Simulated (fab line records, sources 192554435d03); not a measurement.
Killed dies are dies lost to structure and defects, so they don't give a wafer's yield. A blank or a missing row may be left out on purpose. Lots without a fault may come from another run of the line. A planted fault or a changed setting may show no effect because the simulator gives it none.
Chamber matching | flow n5_finfet | N5_DUMMY_GATE_ALD_02 on ald_sin-01: 4 sister chambers
The step deposits SiO2, target thk 2 nm, pulse time 1 s. 22 wafers are shown with their chamber, then 11 later ones without.

WAFERS WITH THEIR CHAMBER
wafer  | chamber | heater_power_w (W) | precursor_pulse_height_rel
L074.2 | 3       | 500                | 0.987
L074.4 | 2       | 401                | 1.024
L074.5 | 1       | 461                | 0.996
L075.1 | 1       | 466                | 0.971
L075.3 | 0       | 444                | 1.025
L075.6 | 0       | 470                | 1.009
L076.1 | 3       | 498                | 0.983
L076.2 | 2       | 402                | 0.977
L076.3 | 0       | 464                | 1.002
L081.2 | 0       | 463                | 0.996
L081.3 | 3       | 484                | 1.019
L081.4 | 1       | 477                | 0.997
L084.1 | 2       | 396                | 1.008
L084.5 | 0       | 479                | 1.010
L084.6 | 1       | 477                | 0.975
L086.1 | 0       | 461                | 1.017
L086.3 | 3       | 496                | 1.033
L086.4 | 2       | 411                | 1.002
L088.1 | 1       | 480                | 0.985
L088.2 | 2       | 397                | 1.029
L088.6 | 3       | 499                | 1.002
L089.1 | 3       | 491                | 0.998

SIGNATURES (means of the wafers above)
reading                    | chamber 0 | chamber 1 | chamber 2 | chamber 3 | scatter within a chamber
heater_power_w             | 463.50    | 472.20    | 401.40    | 494.67    | 8.4
precursor_pulse_height_rel | 1.00983   | 0.98480   | 1.00800   | 1.00367   | 0.016
Rule: a wafer's distance from a chamber is the root of the sum, over the readings, of the square of ((its reading less the chamber's mean) divided by the reading's scatter). The wafer belongs to the nearest chamber; if the next one is less than 2 further off, it can't be placed. The scatter: the root of (the sum of the squares of (reading less its chamber's mean) over the shown wafers, divided by (wafers less chambers)).

WAFERS WITHOUT THEIR CHAMBER
wafer  | heater_power_w (W) | precursor_pulse_height_rel
L089.3 | 485                | 0.973
L089.5 | 410                | 1.018
L091.1 | 486                | 0.994
L091.3 | 470                | 1.013
L091.5 | 493                | 0.956
L092.1 | 474                | 1.018
L092.2 | 464                | 0.991
L092.6 | 452                | 1.020
L093.1 | 486                | 1.010
L093.3 | 472                | 1.030
L093.4 | 475                | 0.986

WHICH CHAMBER EACH WENT THROUGH
wafer  | from the rows above          | in truth
L089.3 | can't be placed: 1 or 3 or 0 | 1
L089.5 | 2                            | 2
L091.1 | can't be placed: 3 or 1 or 0 | 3
L091.3 | can't be placed: 0 or 1      | 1
L091.5 | can't be placed: 3 or 1 or 0 | 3
L092.1 | can't be placed: 0 or 1 or 3 | 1
L092.2 | can't be placed: 1 or 0      | 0
L092.6 | can't be placed: 0 or 1      | 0
L093.1 | can't be placed: 3 or 1 or 0 | 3
L093.3 | can't be placed: 0 or 1 or 3 | 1
L093.4 | can't be placed: 1 or 0      | 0
Placed correctly: 1 of 11. Can't be placed from these rows: 10 (the true chamber is among the candidates in 10). Placed wrongly: 0.
